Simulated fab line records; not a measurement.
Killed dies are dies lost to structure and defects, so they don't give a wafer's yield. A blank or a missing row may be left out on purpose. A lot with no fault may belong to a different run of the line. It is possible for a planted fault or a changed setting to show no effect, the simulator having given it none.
Which of the tools did it? | flow n5-finfet | 26 wafers from 9 lots sampled at 5 of the route's 1938 steps

WHAT EACH GAUGE READ, for each wafer
N5_BEOL_M4_RC_MEAS_101.
lot  | measured     | on        | DIBL_N (mV/V)
L785 | day 8 13:19  | prober-02 | 35.8 36.7 36.7
L790 | day 9 13:07  | prober-02 | 36.4 37.5 35.8
L791 | day 10 02:21 | prober-01 | 40.5 37.7 36.3
L792 | day 10 01:18 | prober-02 | 36.2 35.7 37.7
L796 | day 11 16:25 | prober-01 | 36.9 37.1 37.4
L797 | day 11 14:33 | prober-01 | 38.1 38.3 38.3
L800 | day 12 03:09 | prober-02 | 36.6 34.0 36.0
L801 | day 12 09:53 | prober-01 | 37.3 36.8 36.2
L802 | day 12 07:57 | prober-01 | 36.9 35.7

TOOL THAT RAN EACH LOT (tool first, then ch and the chambers of the sampled wafers, then the start)
lot  | N5_HKMG_FIN_PWFM_ALD_03            | N5_HKMG_FIN_ETCH_31               | N5_HKMG_FIN_ETCH_32               | N5_HKMG_FIN_STRIP_19
L785 | ald-metal-02 ch 2,3, day 4 11:31   | rie-diel-01 ch 2,3, day 4 12:31   | rie-diel-01 ch 2,3, day 4 12:35   | plasma-asher-01 ch 0,1, day 4 13:05
L790 | ald-metal-01 ch 2,3, day 5 13:27   | rie-diel-06 ch 1,2,3, day 5 14:53 | rie-diel-06 ch 1,2,3, day 5 15:00 | plasma-asher-02 ch 0,1, day 5 15:32
L791 | ald-metal-03 ch 0,2,3, day 5 22:59 | rie-diel-02 ch 0,1,2, day 5 23:56 | rie-diel-02 ch 0,1,2, day 6 00:00 | plasma-asher-01 ch 0,1, day 6 00:30
L792 | ald-metal-01 ch 0,1,3, day 6 01:46 | rie-diel-01 ch 2,3, day 6 02:44   | rie-diel-01 ch 2,3, day 6 02:47   | plasma-asher-02 ch 0,1, day 6 03:25
L796 | ald-metal-02 ch 0,1,2, day 7 07:26 | rie-diel-06 ch 0,2,3, day 7 08:23 | rie-diel-06 ch 0,2,3, day 7 08:27 | plasma-asher-02 ch 0, day 7 08:57
L797 | ald-metal-02 ch 1,2, day 7 08:48   | rie-diel-02 ch 1,2, day 7 10:03   | rie-diel-02 ch 1,2, day 7 10:07   | plasma-asher-02 ch 0,1, day 7 10:37
L800 | ald-metal-03 ch 1,2, day 8 01:55   | rie-diel-06 ch 1,2,3, day 8 02:44 | rie-diel-06 ch 1,2,3, day 8 02:48 | plasma-asher-01 ch 0,1, day 8 03:18
L801 | ald-metal-02 ch 1,3, day 8 08:22   | rie-diel-06 ch 0,2,3, day 8 09:13 | rie-diel-06 ch 0,2,3, day 8 09:16 | plasma-asher-02 ch 0,1, day 8 09:46
L802 | ald-metal-01 ch 2, day 8 11:43     | rie-diel-02 ch 0,1, day 8 13:02   | rie-diel-02 ch 0,1, day 8 13:05   | plasma-asher-02 ch 1, day 8 13:36
- N5_HKMG_FIN_PWFM_ALD_03: deposits TiN, target thk 2 nm, pulse time 1 s, purge time 3 s.
- N5_HKMG_FIN_ETCH_31: etches SiARC in CF4, target depth 45.5 nm, time 75.8 s.
- N5_HKMG_FIN_ETCH_32: etches SOC in N2/H2, target depth 240 nm, time 300 s.
- N5_HKMG_FIN_STRIP_19: strips in N2/H2, time 360 s.

THE ANSWER, worked out from the rows above alone
Rule: the lots themselves supply what counts as usual. Put in order of their means at a reading, lots are off if they are a third of the lots or fewer, leave a main group of 4 or more, and stand apart from it by a gap of 3 or more times the standard deviation of the main group's means; of several such gaps the widest counts. Not used: any main group whose means are identical at the precision the tables above print for the reading. Also off: a lot with no number at a reading for which 4 or more lots have one. Any other lot the step has rows for is counted as sound.
Nothing can be told from this: no lot is off at any reading shown.

WHAT THE SIMULATOR HAD PUT IN
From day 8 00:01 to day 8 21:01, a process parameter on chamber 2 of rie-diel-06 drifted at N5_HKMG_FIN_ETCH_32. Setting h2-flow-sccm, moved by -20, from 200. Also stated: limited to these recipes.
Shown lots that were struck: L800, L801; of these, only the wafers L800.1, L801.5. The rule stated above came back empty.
